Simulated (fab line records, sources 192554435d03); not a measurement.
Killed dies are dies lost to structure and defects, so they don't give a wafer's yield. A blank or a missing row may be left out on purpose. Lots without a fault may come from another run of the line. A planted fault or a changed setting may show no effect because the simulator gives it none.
fab line records | flow n5_finfet
record lots=11 wafers=31 last_day=21
route steps=1938 shown BEOL_M7@1278
lots that met no fault: from a run of the same line without faults
start_h: hours from the record's first day to the start of the lot's first wafer shown | wait_h: hours since the lot's step before | " the same as in the row above | L1.1+2: a row that stands for several wafers | - no value, or no start given | * or withheld: withheld | < > ~ a bound
route shown NAME@n: a module of which the file shows steps, and the number in the route of the first | usual: mean/standard deviation of fault-free wafers | same: alike in all rows | chamber/n: place in a boat | sites: the reading at each site | _std_site: their standard deviation | _edge_site: outer sites' mean less inner sites' | radius_mm: how far each site lies from the wafer's centre | mask NAME#n: copy n | behind: the tool/chamber that last shaped the wafer | hold: why the lot was held/for how many hours/how that ended | device: the transistor (n, p or np) that didn't switch | end of line: the same wafers' tests at the end of the route | a step without rows: its recipe alone | killed: dies lost to structure and defects at the first sort, not the wafer's yield | map: a wafer's dies, x killed, . not, _ none there
set.NAME: the setting as run; set.NAME@STEP: as run at that earlier step | model.NAME: the simulator's own value behind a step, which no gauge read
steps of the route over a sample of lots; a table a step, a row a wafer
services: from which hour (start_h, from the record's first day; less than 0 if before it) a tool's chamber was out of use, for how many hours, and why
## steps
# step N5_BEOL_M7_INSPECT_13
# recipe mode=adi inspect_instrument=brightfield
# usual raw_defect_count=416/93
# columns lot.wafer tool chamber start_h wait_h raw_defect_count
L446.1 defect_inspect-01 - 301.64 0.0 390
L446.4 " - " " 323
L446.5 " - " " 479
L448.2 defect_inspect-01 - 304.73 0.0 354
L448.6 " - " " 322
L450.2 defect_inspect-01 - 304.77 0.0 400
L450.3 " - " " 478
L450.4 " - " " 367
L449.1 defect_inspect-01 - 304.94 0.0 390
L449.4 " - " " 391
L449.6 " - " " 351
L451.4 defect_inspect-01 - 330.73 0.0 422
L451.5 " - " " 468
L460.1 defect_inspect-01 - 367.94 0.0 397
L460.2 " - " " 421
L460.5 " - " " 395
L458.1 defect_inspect-01 - 378.37 0.0 398
L458.2 " - " " 298
L458.6 " - " " 451
L461.2 defect_inspect-02 - 383.04 0.0 396
L461.3 " - " " 349
L461.6 " - " " 580
L465.1 defect_inspect-02 - 412.20 0.0 375
L465.3 " - " " 458
L465.4 " - " " 371
L466.1 defect_inspect-01 - 412.62 0.0 456
L466.3 " - " " 532
L466.6 " - " " 589
L468.2 defect_inspect-01 - 425.19 0.0 480
L468.3 " - " " 424
L468.6 " - " " 354
# step N5_BEOL_M7_ETCH_61
# recipe chemistry=CF4 target=SiARC target_depth_a=455 mask_material=CAR-ArF time_s=75.8 ion_energy_ev=80 pressure_mtorr=40 source_w=545 bias_w=36 Ar_flow_sccm=100 cf4_flow_sccm=100 ends=cleared
# usual bias_w=36.01/0.13 drypump_motor_current_A=5.7/0.41 etch_rf_on_time_s=75.4/2.4 oes_product_au=0.69/0.081 rf_vpp_V=184.0/1.3 showerhead_plenum_p_Torr=2.15/0.078 throttle_valve_pct=15.6/0.33
# columns lot.wafer tool chamber start_h wait_h bias_w drypump_motor_current_A etch_rf_on_time_s oes_product_au rf_hours_counter_h rf_vpp_V showerhead_plenum_p_Torr throttle_valve_pct
L446.1 rie_diel-02 3 301.81 0.0 36.07 5.4 76.2 0.69 74 185.7 2.26 15.3
L446.4 " 2 " " 35.89 5.8 79.0 0.58 221 183.0 2.04 16.1
L446.5 " 3 " " 36.05 5.4 76.3 0.69 - 186.5 2.26 15.3
L448.2 rie_diel-02 1 304.93 0.0 36.01 4.8 74.6 0.63 184 183.8 2.16 16.0
L448.6 " 2 " " 35.98 5.9 79.2 0.57 - 181.5 2.04 16.1
L450.2 rie_diel-06 1 304.98 0.0 36.01 5.7 76.7 0.63 172 184.2 2.07 16.1
L450.3 " 2 " " 36.03 5.8 78.2 0.59 208 184.5 2.21 15.4
L450.4 " 0 " " 36.12 5.7 75.6 0.77 43 183.5 2.11 15.2
L449.1 rie_diel-03 0 305.26 0.0 36.11 5.2 71.2 0.76 26 184.4 2.11 15.6
L449.4 " 3 " " 36.17 6.4 78.9 0.62 166 183.9 2.16 15.7
L449.6 " 1 " " 36.18 5.9 75.2 0.85 - 185.1 2.18 15.1
L451.4 rie_diel-06 2 331.02 0.0 36.09 5.8 77.4 0.59 215 183.8 2.21 15.4
L451.5 " 2 " " 36.01 5.8 78.7 0.59 - 184.8 2.21 15.4
L460.1 rie_diel-03 1 368.01 0.0 35.96 5.9 74.4 0.80 22 184.5 2.17 15.2
L460.2 " 0 " " 35.85 5.2 70.7 0.74 46 182.9 2.10 15.6
L460.5 " 1 " " 35.99 5.9 73.7 0.80 - 187.3 2.17 15.2
L458.1 rie_diel-03 3 378.44 0.0 35.92 6.5 78.2 0.59 192 184.0 2.15 15.8
L458.2 " 0 " " 36.13 5.2 70.7 0.74 51 184.0 2.10 15.7
L458.6 " 0 " " 35.84 5.2 71.1 0.74 - 182.7 2.10 15.7
L461.2 rie_diel-03 3 383.25 0.0 36.13 6.4 77.6 0.60 193 184.7 2.15 15.8
L461.3 " 0 " " 36.28 5.2 70.5 0.73 53 184.6 2.10 15.7
L461.6 " 3 " " 36.00 6.5 77.4 0.60 - 183.2 2.15 15.8
L465.1 rie_diel-03 1 412.40 0.0 36.24 5.9 74.8 0.77 38 185.1 2.17 15.2
L465.3 " 0 " " 36.23 5.2 70.2 0.73 62 182.0 2.10 15.7
L465.4 " 3 " " 36.26 6.5 77.9 0.60 202 184.2 2.15 15.8
L466.1 rie_diel-03 1 412.69 0.0 36.04 5.9 74.3 0.78 38 184.7 2.17 15.2
L466.3 " 2 " " 35.95 6.0 74.5 0.80 8 185.7 2.26 14.9
L466.6 " 2 " " 36.10 6.0 74.1 0.82 - 186.2 2.26 14.9
L468.2 rie_diel-02 0 425.29 0.0 35.82 5.8 75.4 0.64 153 183.5 2.08 15.8
L468.3 " 2 " " 36.01 5.8 80.5 0.79 8 186.5 2.28 15.7
L468.6 " 1 " " 36.04 4.8 75.6 0.61 - 182.7 2.14 16.0
# step N5_BEOL_M7_CD_MEAS_28
# recipe target_cd_nm=40 landing_energy_ev=500 detector=se_inlens
# usual cd_nm=39.99/0.26
# same landing_energy_ev=500
# columns lot.wafer tool chamber start_h wait_h cd_nm
L446.1 cd_sem-03 0 303.81 - 40.35
L446.4 " 0 " " 40.35
L446.5 " 0 " " 40.55
L448.2 cd_sem-02 0 305.99 - 40.19
L448.6 " 0 " " 39.60
L450.2 cd_sem-02 0 306.16 - 39.91
L450.3 " 0 " " 40.08
L450.4 " 0 " " 39.73
L449.1 cd_sem-02 0 306.94 - 39.88
L449.4 " 0 " " 40.33
L449.6 " 0 " " 40.20
L451.4 cd_sem-01 0 331.92 - 40.21
L451.5 " 0 " " 39.93
L460.1 cd_sem-02 0 371.09 - 39.57
L460.2 " 0 " " 40.10
L460.5 " 0 " " 40.21
L458.1 cd_sem-02 0 379.42 - 40.02
L458.2 " 0 " " 39.77
L458.6 " 0 " " 39.89
L461.2 cd_sem-03 0 384.01 - 40.11
L461.3 " 0 " " 39.87
L461.6 " 0 " " 39.85
L465.1 cd_sem-03 0 413.17 - 40.00
L465.3 " 0 " " 39.90
L465.4 " 0 " " 39.76
L466.1 cd_sem-01 0 417.34 - 39.84
L466.3 " 0 " " 39.85
L466.6 " 0 " " 40.03
L468.2 cd_sem-01 0 427.09 - 39.55
L468.3 " 0 " " 40.10
L468.6 " 0 " " 40.28
# step N5_BEOL_M7_VIA_ETCH_34
# recipe chemistry=C4F6/O2 target=SiCOH_lowk target_depth_a=1255 mask_material=SOC taper_deg=4 time_s=50.5 ion_energy_ev=250 pressure_mtorr=30 source_w=345 bias_w=185 Ar_flow_sccm=300 C4F6_flow_sccm=10 O2_flow_sccm=10
# usual bias_w=185.1/0.5 drypump_motor_current_A=5.7/0.44 oes_product_au=0.79/0.093 rf_vpp_V=663/20 showerhead_plenum_p_Torr=2.85/0.098 throttle_valve_pct=20.9/0.35
# columns lot.wafer tool chamber start_h wait_h bias_w drypump_motor_current_A oes_product_au rf_hours_counter_h rf_vpp_V showerhead_plenum_p_Torr throttle_valve_pct
L446.1 rie_diel-03 2 304.11 0.0 185.4 6.0 0.69 231 664 2.69 20.6
L446.4 " 0 " " 185.6 5.2 0.89 25 620 2.78 20.9
L446.5 " 2 " " 184.6 5.9 0.69 - 664 2.69 20.5
L448.2 rie_diel-06 3 306.29 0.0 184.2 5.4 0.90 31 692 3.03 21.2
L448.6 " 3 " " 185.3 5.4 0.92 - 692 3.03 21.2
L450.2 rie_diel-03 3 306.51 0.0 184.6 6.5 0.73 167 671 2.88 21.1
L450.3 " 1 " " 185.3 5.9 0.98 3 672 2.91 20.5
L450.4 " 0 " " 184.9 5.2 0.90 26 619 2.78 20.9
L449.1 rie_diel-06 0 307.25 0.0 186.1 5.7 0.89 43 683 2.80 20.6
L449.4 " 1 " " 185.0 5.7 0.74 173 662 2.77 21.6
L449.6 " 0 " " 184.3 5.7 0.89 - 684 2.80 20.6
L451.4 rie_diel-02 0 332.22 0.0 184.8 5.8 0.79 117 654 2.79 21.2
L451.5 " 0 " " 184.3 5.8 0.79 - 654 2.79 21.2
L460.1 rie_diel-03 3 371.60 0.0 184.9 6.5 0.70 189 671 2.87 21.1
L460.2 " 1 " " 184.6 5.9 0.93 23 671 2.90 20.5
L460.5 " 3 " " 185.3 6.5 0.71 - 672 2.87 21.1
L458.1 rie_diel-03 3 379.72 0.0 214.1 6.5 0.72 192 752 2.87 21.1
L458.2 " 1 " " 213.7 5.9 0.94 27 752 2.90 20.5
L458.6 " 3 " " 214.3 6.5 0.72 - 753 2.87 21.1
L461.2 rie_diel-03 3 384.71 0.0 214.4 6.5 0.72 194 753 2.87 21.1
L461.3 " 0 " " 213.6 5.2 0.87 54 694 2.77 20.9
L461.6 " 3 " " 213.8 6.5 0.72 - 752 2.87 21.1
L465.1 rie_diel-06 3 413.53 0.0 184.7 5.4 0.86 65 692 3.02 21.3
L465.3 " 0 " " 185.0 5.7 0.86 78 684 2.79 20.6
L465.4 " 2 " " 185.1 5.8 0.67 238 659 2.94 20.7
L466.1 rie_diel-02 1 418.12 0.0 184.3 4.8 0.71 216 650 2.86 21.5
L466.3 " 3 " " 185.2 5.4 0.75 119 667 2.97 20.7
L466.6 " 0 " " 185.3 5.8 0.76 - 655 2.77 21.2
L468.2 rie_diel-06 3 427.50 0.0 185.5 5.4 0.86 69 691 3.02 21.3
L468.3 " 1 " " 185.1 5.6 0.71 209 661 2.75 21.7
L468.6 " 0 " " 185.5 5.7 0.85 - 684 2.79 20.6
## services
# columns tool chamber start_h hours kind
rie_diel-03 1 281.66 - clean
rie_diel-03 1 281.66 - consumable_replace:focus_ring
rie_diel-03 1 281.66 15.9 scheduled_down
rie_diel-03 1 281.66 15.9 vent_cycle
rie_diel-02 2 283.39 7.7 repair
rie_diel-06 2 340.34 7.7 repair
rie_diel-02 1 357.58 23.7 repair
rie_diel-02 - 358.10 0.8 repair
rie_diel-03 2 363.34 - clean
rie_diel-03 2 363.34 - consumable_replace:focus_ring
rie_diel-03 2 363.34 - consumable_replace:showerhead
rie_diel-03 2 363.34 22.2 scheduled_down
rie_diel-03 2 363.34 22.2 vent_cycle
rie_diel-02 2 383.25 - clean
rie_diel-02 2 383.25 - consumable_replace:focus_ring
rie_diel-02 2 383.25 - consumable_replace:showerhead
rie_diel-02 2 383.25 17.0 scheduled_down
rie_diel-02 2 383.25 17.0 vent_cycle
## key
first_sign step=N5_BEOL_M7_VIA_ETCH_34 reading=bias_w direction=up sigmas=58 usual=* struck=*
effect step=N5_BEOL_M7_VIA_ETCH_34 reading=rf_vpp_V direction=up sigmas=4 usual=663 struck=743
met_at N5_BEOL_M7_VIA_ETCH_34
struck_lots L458,L461
not_acting_at N5_BEOL_M7_INSPECT_13,N5_BEOL_M7_ETCH_61,N5_BEOL_M7_CD_MEAS_28
onset_between 371.60 379.72
fault kind=process_parameter_drift tool=rie_diel-03 chamber=- onset_h=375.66 steps=N5_BEOL_M7_VIA_ETCH_34 channel=bias_w offset=* shape=step end_h=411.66 acts_in=* stated=*
